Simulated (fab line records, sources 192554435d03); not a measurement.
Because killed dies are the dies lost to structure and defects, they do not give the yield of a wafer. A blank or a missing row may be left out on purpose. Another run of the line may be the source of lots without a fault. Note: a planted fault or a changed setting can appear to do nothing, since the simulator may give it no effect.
Chamber matching    flow n5 finfet    N5_SDB_ETCH_17 on rie diel-04 has 4 sister chambers
The step etches SiARC in CF4, target depth 23.4 nm, time 39 s. 4 wafers are shown with their chamber, then 12 later ones without.

WAFERS, EACH WITH ITS CHAMBER
wafer   chamber  drypump motor current A (A)
L090.3  3        5.0
L090.6  0        5.9
L091.2  2        5.7
L091.6  1        5.4

WAFERS WITH NO CHAMBER GIVEN
wafer   drypump motor current A (A)
L093.1  5.9
L093.2  5.7
L093.4  4.9
L094.1  5.4
L094.2  5.9
L094.4  5.0
L095.2  5.9
L095.3  5.7
L095.4  5.4
L096.3  5.0
L096.5  5.0
L096.6  5.9

CHAMBER TAKEN BY EACH
wafer   from the rows above  in truth
L093.1  0                    0
L093.2  2                    2
L093.4  3                    3
L094.1  1                    1
L094.2  0                    0
L094.4  3                    3
L095.2  0                    0
L095.3  2                    2
L095.4  1                    1
L096.3  3                    3
L096.5  3                    3
L096.6  0                    0
12 of 12 placed correctly. Number that these rows cannot place: 0. 0 placed wrongly.
How it was worked out, from the rows above alone: a wafer's distance from a chamber is the root of the sum, over the readings, of the square of ((its reading less the chamber's mean) divided by the reading's scatter). If the next closest chamber is less than 2 further off than the closest, the wafer can't be placed; otherwise it belongs to the closest. The mean given for a chamber averages the wafers shown for that chamber. The scatter: root of mean squared gap, hidden wafer to nearest shown wafer, with one shown wafer a chamber.
